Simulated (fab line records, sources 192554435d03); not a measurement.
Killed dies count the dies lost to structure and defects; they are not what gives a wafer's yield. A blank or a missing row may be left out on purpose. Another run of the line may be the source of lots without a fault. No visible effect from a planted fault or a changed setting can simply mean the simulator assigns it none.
Matching of chambers || flow n5 finfet || 4 sister chambers for N5_BEOL_M6_VIA_ETCH_34 on rie diel-03
The step etches SiCOH lowk in C4F6/O2, target depth 126.3 nm, time 50.9 s. 24 wafers are shown with their chamber, then 12 later ones without.

WAFERS PAIRED WITH THEIR CHAMBERS
{"wafer": "L075.2", "chamber": 3, "rf vpp V (V)": 658, "throttle valve pct (%)": 20.59, "showerhead plenum p Torr (Torr)": 2.84}
{"wafer": "L075.4", "chamber": 2, "rf vpp V (V)": 659, "throttle valve pct (%)": 20.53, "showerhead plenum p Torr (Torr)": 2.90}
{"wafer": "L075.6", "chamber": 3, "rf vpp V (V)": 658, "throttle valve pct (%)": 20.59, "showerhead plenum p Torr (Torr)": 2.84}
{"wafer": "L077.1", "chamber": 3, "rf vpp V (V)": 659, "throttle valve pct (%)": 20.61, "showerhead plenum p Torr (Torr)": 2.84}
{"wafer": "L077.2", "chamber": 1, "rf vpp V (V)": 690, "throttle valve pct (%)": 20.70, "showerhead plenum p Torr (Torr)": 2.91}
{"wafer": "L077.5", "chamber": 2, "rf vpp V (V)": 658, "throttle valve pct (%)": 20.53, "showerhead plenum p Torr (Torr)": 2.90}
{"wafer": "L080.2", "chamber": 2, "rf vpp V (V)": 659, "throttle valve pct (%)": 20.54, "showerhead plenum p Torr (Torr)": 2.89}
{"wafer": "L080.5", "chamber": 2, "rf vpp V (V)": 658, "throttle valve pct (%)": 20.55, "showerhead plenum p Torr (Torr)": 2.89}
{"wafer": "L080.6", "chamber": 3, "rf vpp V (V)": 658, "throttle valve pct (%)": 20.60, "showerhead plenum p Torr (Torr)": 2.83}
{"wafer": "L083.1", "chamber": 2, "rf vpp V (V)": 658, "throttle valve pct (%)": 20.55, "showerhead plenum p Torr (Torr)": 2.89}
{"wafer": "L083.3", "chamber": 0, "rf vpp V (V)": 678, "throttle valve pct (%)": 20.34, "showerhead plenum p Torr (Torr)": 2.97}
{"wafer": "L083.4", "chamber": 3, "rf vpp V (V)": 659, "throttle valve pct (%)": 20.62, "showerhead plenum p Torr (Torr)": 2.83}
{"wafer": "L087.3", "chamber": 0, "rf vpp V (V)": 679, "throttle valve pct (%)": 20.32, "showerhead plenum p Torr (Torr)": 2.97}
{"wafer": "L087.4", "chamber": 2, "rf vpp V (V)": 659, "throttle valve pct (%)": 20.55, "showerhead plenum p Torr (Torr)": 2.89}
{"wafer": "L087.5", "chamber": 0, "rf vpp V (V)": 676, "throttle valve pct (%)": 20.32, "showerhead plenum p Torr (Torr)": 2.97}
{"wafer": "L086.3", "chamber": 2, "rf vpp V (V)": 658, "throttle valve pct (%)": 20.57, "showerhead plenum p Torr (Torr)": 2.89}
{"wafer": "L086.4", "chamber": 1, "rf vpp V (V)": 689, "throttle valve pct (%)": 20.71, "showerhead plenum p Torr (Torr)": 2.90}
{"wafer": "L086.5", "chamber": 0, "rf vpp V (V)": 677, "throttle valve pct (%)": 20.33, "showerhead plenum p Torr (Torr)": 2.97}
{"wafer": "L088.2", "chamber": 0, "rf vpp V (V)": 678, "throttle valve pct (%)": 20.33, "showerhead plenum p Torr (Torr)": 2.96}
{"wafer": "L088.4", "chamber": 2, "rf vpp V (V)": 658, "throttle valve pct (%)": 20.56, "showerhead plenum p Torr (Torr)": 2.89}
{"wafer": "L088.5", "chamber": 0, "rf vpp V (V)": 679, "throttle valve pct (%)": 20.34, "showerhead plenum p Torr (Torr)": 2.96}
{"wafer": "L089.2", "chamber": 1, "rf vpp V (V)": 689, "throttle valve pct (%)": 20.75, "showerhead plenum p Torr (Torr)": 2.90}
{"wafer": "L089.3", "chamber": 0, "rf vpp V (V)": 677, "throttle valve pct (%)": 20.35, "showerhead plenum p Torr (Torr)": 2.96}
{"wafer": "L089.5", "chamber": 3, "rf vpp V (V)": 658, "throttle valve pct (%)": 20.63, "showerhead plenum p Torr (Torr)": 2.82}

SIGNATURES, as means of the wafers listed above
{"reading": "rf vpp V", "chamber 0": 677.71, "chamber 1": 689.33, "chamber 2": 658.38, "chamber 3": 658.33, "scatter within a chamber": 0.752}
{"reading": "throttle valve pct", "chamber 0": 20.3329, "chamber 1": 20.7200, "chamber 2": 20.5475, "chamber 3": 20.6067, "scatter within a chamber": 0.0155}
{"reading": "showerhead plenum p Torr", "chamber 0": 2.9657, "chamber 1": 2.9033, "chamber 2": 2.8925, "chamber 3": 2.8333, "scatter within a chamber": 0.00601}
Rule: distance of a wafer from a chamber = root of the sum over the readings of ((wafer's reading minus chamber's mean) / reading's scatter) squared. If the next closest chamber is less than 2 further off than the closest, the wafer can't be placed; otherwise it belongs to the closest. The scatter is the square root of a quotient: the sum, over the shown wafers, of each reading's squared deviation from its chamber's mean, divided by wafers minus chambers.

WAFERS WITH NO CHAMBER GIVEN
{"wafer": "L090.3", "rf vpp V (V)": 657, "throttle valve pct (%)": 20.57, "showerhead plenum p Torr (Torr)": 2.89}
{"wafer": "L090.4", "rf vpp V (V)": 656, "throttle valve pct (%)": 20.65, "showerhead plenum p Torr (Torr)": 2.82}
{"wafer": "L090.5", "rf vpp V (V)": 678, "throttle valve pct (%)": 20.33, "showerhead plenum p Torr (Torr)": 2.96}
{"wafer": "L091.1", "rf vpp V (V)": 657, "throttle valve pct (%)": 20.65, "showerhead plenum p Torr (Torr)": 2.82}
{"wafer": "L091.2", "rf vpp V (V)": 659, "throttle valve pct (%)": 20.57, "showerhead plenum p Torr (Torr)": 2.88}
{"wafer": "L091.3", "rf vpp V (V)": 689, "throttle valve pct (%)": 20.75, "showerhead plenum p Torr (Torr)": 2.89}
{"wafer": "L094.1", "rf vpp V (V)": 677, "throttle valve pct (%)": 20.36, "showerhead plenum p Torr (Torr)": 2.96}
{"wafer": "L094.5", "rf vpp V (V)": 676, "throttle valve pct (%)": 20.37, "showerhead plenum p Torr (Torr)": 2.96}
{"wafer": "L094.6", "rf vpp V (V)": 657, "throttle valve pct (%)": 20.65, "showerhead plenum p Torr (Torr)": 2.82}
{"wafer": "L096.1", "rf vpp V (V)": 678, "throttle valve pct (%)": 20.38, "showerhead plenum p Torr (Torr)": 2.95}
{"wafer": "L096.2", "rf vpp V (V)": 687, "throttle valve pct (%)": 20.75, "showerhead plenum p Torr (Torr)": 2.89}
{"wafer": "L096.4", "rf vpp V (V)": 658, "throttle valve pct (%)": 20.58, "showerhead plenum p Torr (Torr)": 2.88}

CHAMBER TAKEN BY EACH
{"wafer": "L090.3", "from the rows above": 2, "in truth": 2}
{"wafer": "L090.4", "from the rows above": 3, "in truth": 3}
{"wafer": "L090.5", "from the rows above": 0, "in truth": 0}
{"wafer": "L091.1", "from the rows above": 3, "in truth": 3}
{"wafer": "L091.2", "from the rows above": 2, "in truth": 2}
{"wafer": "L091.3", "from the rows above": 1, "in truth": 1}
{"wafer": "L094.1", "from the rows above": 0, "in truth": 0}
{"wafer": "L094.5", "from the rows above": 0, "in truth": 0}
{"wafer": "L094.6", "from the rows above": 3, "in truth": 3}
{"wafer": "L096.1", "from the rows above": 0, "in truth": 0}
{"wafer": "L096.2", "from the rows above": 1, "in truth": 1}
{"wafer": "L096.4", "from the rows above": 2, "in truth": 2}
Correct placement for 12 of the 12. Not placeable from these rows: 0. 0 placed wrongly.
